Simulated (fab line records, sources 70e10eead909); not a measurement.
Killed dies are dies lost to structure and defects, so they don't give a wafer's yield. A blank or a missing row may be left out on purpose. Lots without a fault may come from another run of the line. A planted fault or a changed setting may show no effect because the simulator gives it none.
Chamber matching | flow nand_harc | NHARC_P_M1_PRE_CLEAN_32 on pecvd-01: 3 sister chambers
The step time 12 s. 3 wafers are shown with their chamber, then 11 later ones without.

WAFERS WITH THEIR CHAMBER
wafer  | chamber | heater_power_w (W)
L092.1 | 0       | 612
L092.2 | 1       | 605
L092.3 | 2       | 650

WAFERS WITHOUT THEIR CHAMBER
wafer  | heater_power_w (W)
L092.4 | 602
L092.6 | 612
L094.1 | 620
L094.3 | 568
L094.5 | 602
L094.2 | 668
L094.4 | 582
L094.6 | 666
L095.3 | 579
L095.4 | 605
L095.5 | 621

WHICH CHAMBER EACH WENT THROUGH
wafer  | from the rows above          | in truth
L092.4 | can't be placed: 1 or 0      | 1
L092.6 | can't be placed: 0 or 1      | 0
L094.1 | can't be placed: 0 or 1 or 2 | 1
L094.3 | can't be placed: 1 or 0      | 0
L094.5 | can't be placed: 1 or 0      | 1
L094.2 | 2                            | 2
L094.4 | can't be placed: 1 or 0      | 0
L094.6 | 2                            | 2
L095.3 | can't be placed: 1 or 0      | 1
L095.4 | can't be placed: 1 or 0      | 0
L095.5 | can't be placed: 0 or 1 or 2 | 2
Placed correctly: 2 of 11. Can't be placed from these rows: 9 (the true chamber is among the candidates in 9). Placed wrongly: 0.
How it was worked out, from the rows above alone: a wafer's distance from a chamber is the root of the sum, over the readings, of the square of ((its reading less the chamber's mean) divided by the reading's scatter). The wafer belongs to the nearest chamber; if the next one is less than 2 further off, it can't be placed. A chamber's mean is the mean of its shown wafers. The scatter: with one shown wafer a chamber, the root of the mean of the squares of how far each hidden wafer lies from its nearest shown one.
